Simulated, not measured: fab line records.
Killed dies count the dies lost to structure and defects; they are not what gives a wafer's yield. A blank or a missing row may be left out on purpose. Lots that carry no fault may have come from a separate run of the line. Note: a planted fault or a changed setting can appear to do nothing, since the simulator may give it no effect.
Chamber matching | flow nand-harc | cmp-01 running NHARC_A_BONDPAD_CMP_29: 4 sister chambers
The step polishes SiCN, target thk 200 nm. 20 wafers are shown with their chamber, then 10 later ones without.

== WAFERS WITH THEIR CHAMBER ==
wafer  | chamber | motor-current-A (A)
L075.1 | 2       | 11.8
L075.4 | 3       | 10.7
L075.5 | 1       | 11.8
L076.1 | 2       | 11.6
L076.3 | 3       | 10.3
L076.4 | 1       | 11.6
L077.2 | 1       | 11.5
L077.4 | 3       | 10.5
L077.6 | 2       | 11.7
L079.1 | 2       | 11.3
L079.2 | 1       | 11.9
L079.6 | 3       | 11.0
L081.1 | 1       | 11.6
L081.3 | 0       | 12.2
L081.5 | 2       | 12.1
L082.1 | 0       | 11.6
L082.2 | 3       | 10.9
L082.3 | 2       | 12.3
L082.4 | 1       | 11.6
L082.5 | 1       | 11.6

SIGNATURES (means of the wafers above)
reading         | chamber 0 | chamber 1 | chamber 2 | chamber 3 | scatter within a chamber
motor-current-A | 11.900    | 11.657    | 11.800    | 10.680    | 0.281
Rule: a wafer lies at a distance from a chamber equal to the root of the sum of squares, over the readings, of (its reading less the chamber's mean, divided by the reading's scatter). If the next closest chamber is less than 2 further off than the closest, the wafer can't be placed; otherwise it belongs to the closest. How the scatter is found: for the shown wafers, subtract from each reading the mean of its chamber, square and add these, divide the total by (wafers less chambers), then take the root.

== WAFERS WHOSE CHAMBER IS MISSING ==
wafer  | motor-current-A (A)
L082.6 | 12.4
L085.2 | 11.0
L085.3 | 11.9
L085.6 | 12.1
L092.1 | 11.3
L092.2 | 11.9
L092.6 | 11.9
L096.1 | 11.3
L096.2 | 12.2
L096.4 | 12.2

== EACH ONE'S CHAMBER ==
wafer  | from the rows above               | in truth
L082.6 | can't be placed: 0 or 2 or 1      | 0
L085.2 | can't be placed: 3 or 1 or 2      | 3
L085.3 | can't be placed: 0 or 2 or 1      | 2
L085.6 | can't be placed: 0 or 2 or 1      | 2
L092.1 | can't be placed: 1 or 2 or 0 or 3 | 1
L092.2 | can't be placed: 0 or 2 or 1      | 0
L092.6 | can't be placed: 0 or 2 or 1      | 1
L096.1 | can't be placed: 1 or 2 or 0 or 3 | 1
L096.2 | can't be placed: 0 or 2 or 1      | 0
L096.4 | can't be placed: 0 or 2 or 1      | 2
Placed correctly: 0 of 10. Not placeable from these rows: 10 (in 10, the candidates include the true chamber). Wrongly placed: 0.
